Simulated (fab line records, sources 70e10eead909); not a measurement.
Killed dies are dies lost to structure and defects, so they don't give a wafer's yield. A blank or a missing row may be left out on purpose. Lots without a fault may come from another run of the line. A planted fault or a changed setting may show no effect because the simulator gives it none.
Chamber matching | flow nand_harc | NHARC_P_M1_DEP_33 on pecvd-02: 3 sister chambers
The step deposits SiCN, target thk 30 nm. 22 wafers are shown with their chamber, then 11 later ones without.

WAFERS WITH THEIR CHAMBER
wafer  | chamber | heater_power_outer_w (W) | heater_power_w (W)
L075.2 | 1       | 388                      | 651
L075.5 | 2       | 343                      | 585
L075.6 | 0       | 453                      | 718
L076.1 | 1       | 400                      | 668
L076.2 | 2       | 367                      | 616
L076.6 | 2       | 364                      | 605
L077.2 | 1       | 483                      | 785
L077.3 | 0       | 428                      | 698
L077.4 | 1       | 486                      | 771
L088.4 | 1       | 347                      | 606
L088.5 | 0       | 440                      | 663
L088.6 | 2       | 301                      | 509
L087.2 | 0       | 387                      | 635
L087.3 | 2       | 317                      | 538
L087.5 | 1       | 372                      | 629
L085.2 | 2       | 295                      | 521
L085.3 | 1       | 406                      | 689
L085.5 | 2       | 308                      | 532
L086.3 | 1       | 419                      | 669
L086.5 | 1       | 425                      | 677
L086.6 | 2       | 305                      | 527
L090.1 | 0       | 356                      | 576

SIGNATURES (means of the wafers above)
reading              | chamber 0 | chamber 1 | chamber 2 | scatter within a chamber
heater_power_outer_w | 412.80    | 414.00    | 325.00    | 39.5
heater_power_w       | 658.00    | 682.78    | 554.12    | 52.8
Rule: a wafer's distance from a chamber is the root of the sum, over the readings, of the square of ((its reading less the chamber's mean) divided by the reading's scatter). The wafer belongs to the nearest chamber; if the next one is less than 2 further off, it can't be placed. The scatter: the root of (the sum of the squares of (reading less its chamber's mean) over the shown wafers, divided by (wafers less chambers)).

WAFERS WITHOUT THEIR CHAMBER
wafer  | heater_power_outer_w (W) | heater_power_w (W)
L090.5 | 446                      | 713
L090.6 | 332                      | 565
L091.2 | 389                      | 621
L091.5 | 380                      | 626
L091.6 | 415                      | 641
L092.1 | 388                      | 608
L092.2 | 439                      | 684
L092.4 | 394                      | 612
L096.2 | 422                      | 677
L096.3 | 385                      | 622
L096.6 | 387                      | 623

WHICH CHAMBER EACH WENT THROUGH
wafer  | from the rows above          | in truth
L090.5 | can't be placed: 1 or 0      | 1
L090.6 | 2                            | 2
L091.2 | can't be placed: 0 or 1 or 2 | 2
L091.5 | can't be placed: 0 or 1 or 2 | 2
L091.6 | can't be placed: 0 or 1      | 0
L092.1 | can't be placed: 0 or 1 or 2 | 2
L092.2 | can't be placed: 1 or 0      | 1
L092.4 | can't be placed: 0 or 1 or 2 | 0
L096.2 | can't be placed: 1 or 0      | 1
L096.3 | can't be placed: 0 or 1 or 2 | 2
L096.6 | can't be placed: 0 or 1 or 2 | 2
Placed correctly: 1 of 11. Can't be placed from these rows: 10 (the true chamber is among the candidates in 10). Placed wrongly: 0.
